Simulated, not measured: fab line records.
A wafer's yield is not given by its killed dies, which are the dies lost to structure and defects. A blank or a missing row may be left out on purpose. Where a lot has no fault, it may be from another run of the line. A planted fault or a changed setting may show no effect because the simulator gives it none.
A lot that was struck, set against a sound lot + flow nand harc + 18 out of 1159 route steps
Sound: wafers L845.3, L845.5, L845.6. The struck wafers were L852.2, L852.5, L852.6. At the end, the cause is stated.
Order at every step that has rows: each side's tool, ch and its chambers, its first start. Under that, the readings that differ: sound wafers + struck wafers + difference of the means + sigmas: that difference in standard deviations of wafers without a fault.
alike: same words and numbers on both sides, and readings whose means sit less than 2 such deviations apart. not compared: any withheld reading, any reading some wafer has no value for, any bound like >300 that may hide the same value, and any number with overlapping values for which the record gives no deviation.
The two part at a step that has a row with sigmas, a row that says differs or no value, or rows on one side only. When numbers do not overlap yet have no deviation, they are printed without sigmas and do not part them. Lack of a reading on every wafer of one side parts them only where that side has two or more wafers.

NHARC_P_M0_OVL_MEAS_10: pitch 180 nm.
  sound: overlay-01 at day 7 20:22; struck: overlay-01 at day 9 13:08
| reading           | sound          | struck         | difference | sigmas |
|-------------------|----------------|----------------|------------|--------|
| overlay x nm (nm) | 0.3 1.5 1.2    | -1.3 -1.1 -1.3 | -2.2       | -3     |
| overlay y nm (nm) | -0.6 -0.4 -0.6 | 1.7 2.4 1.9    | +2.5       | +3     |
NHARC_P_M0_INSPECT_11:
  sound: defect inspect-02 at day 7 20:25; struck: defect inspect-01 at day 9 13:10
  alike: raw defect count
then, 1 step without rows for these wafers: NHARC_P_M0_DESCUM_14 (chemistry O2, time 3 s).
NHARC_P_M0_ETCH_34: etches the open film in N2/H2, target depth 40 nm, overetch 12 nm, time 43.94 s.
  sound on rie diel-10 ch 0,1,3, day 7 20:34; struck on rie diel-10 ch 0,1, day 9 13:19
  alike: drypump motor current A, mfc ar sccm, oes product au, rf fwd power W, rf vpp V, showerhead plenum p Torr, throttle valve pct
  not compared: rf hours counter h
then, 1 step without rows for these wafers: NHARC_P_M0_ETCH_15 (etches the open film in C4F8/Ar, target depth 150 nm, overetch 15 nm, time 82.5 s).
NHARC_P_M0_CD_MEAS_16:
  sound: cd sem-02 at day 7 20:49; struck: cd sem-03 at day 9 13:32
  alike: cd nm
then, 2 steps without rows for these wafers: NHARC_P_M0_STRIP_18 (strips in N2/H2); NHARC_P_M0_STRIP_19 (strips in post etch residue remover, time 600 s).
NHARC_P_M0_DEGAS_28: time 60 s.
  sound: pvd sputter-02 at day 7 21:27; struck: pvd sputter-03 at day 9 14:10
  alike: heater power w
NHARC_P_M0_PRE_CLEAN_29: time 30 s.
  sound on pvd sputter-02; struck on pvd sputter-03
  alike: heater power w
NHARC_P_M0_PVD_20: deposits TaN, target thk 5 nm, time 8.06 s.
  sound on pvd sputter-02; struck on pvd sputter-03
  alike: chamber pressure pa, throttle valve pct
then, 1 step without rows for these wafers: NHARC_P_M0_PVD_21 (deposits Cu, target thk 30 nm, time 20.49 s).
NHARC_P_M0_ECD_22: material Cu, target thk 400 nm.
  sound on ecd cu-02 ch 0,1, day 7 21:57; struck on ecd cu-01 ch 0,1, day 9 14:40
  no value came back on the struck wafers for bath heat duty pct (%), bath temp c (C); on the sound wafers bath heat duty pct (%) reads 6.4 7.2 4.7
NHARC_P_M0_ANNEAL_30: time 90 s.
  sound on rtp anneal-02 ch 0, day 7 22:17; struck on rtp anneal-01 ch 0, day 9 15:04
  alike: wafer_temp_C_max
NHARC_P_M0_CMP_23: polishes, t overpolish 20 s, target thk 117.53 nm.
  sound on cmp-01 ch 1,2, day 7 22:31; struck on cmp-03 ch 0,1, day 9 15:20
| reading                | sound          | struck      | difference | sigmas |
|------------------------|----------------|-------------|------------|--------|
| time to endpoint s (s) | 28.6 28.7 27.9 | 1.8 3.4 1.8 | -26.1      | -11    |
  alike: motor current A
NHARC_P_M0_THK_MEAS_24: measures by xrf.
  sound: film metro-02 at day 7 22:51; struck: film metro-02 at day 9 15:40
| reading     | sound             | struck         | difference | sigmas |
|-------------|-------------------|----------------|------------|--------|
| thk nm (nm) | 116.3 118.4 117.8 | 30.0 30.6 31.2 | -86.9      | -67    |
following that, these wafers have no rows for 1 step: NHARC_P_M0_SRD_25.
-- jump in the record: it breaks off in module P_M0 and resumes in module END (first step shown: number 1159 of the route), and 14 days separate the struck wafers' starts before and after --
NHARC_END_SORT_01:
  sound on prober-01 ch 0, day 21 07:34; struck on prober-01 ch 0, day 23 05:25
| reading                  | sound          | struck         | difference | sigmas      |
|--------------------------|----------------|----------------|------------|-------------|
| defect limited yield (%) | 96.8 96.9 96.5 | 0 0 0          | -97        | -54         |
| killed at periphery      | 4 3 2          | 656 650 657    | +651       | +99 or more |
| killed dies              | 22 21 24       | 677 677 677    | +655       | +55         |
| sort_bin_2_pct (%)       | 1.3 1.0 1.6    | 97.9 97.3 97.6 | +96.3      | +99 or more |
| sort n pass              | 655 656 653    | 0 0 0          | -655       | -55         |
| sort rim yield pct (%)   | 96.2 94.3 93.4 | 0 0 0          | -95        | -38         |
| sort yield pct (%)       | 96.8 96.9 96.5 | 0 0 0          | -97        | -54         |
  alike: killed at array, killed at other, killed open, killed short, sort_bin_3_pct, sort_bin_4_pct

WHERE THEY PART
Earliest at NHARC_P_M0_OVL_MEAS_10; latest, in this record, at NHARC_END_SORT_01.

WHY: whatever the simulator had introduced
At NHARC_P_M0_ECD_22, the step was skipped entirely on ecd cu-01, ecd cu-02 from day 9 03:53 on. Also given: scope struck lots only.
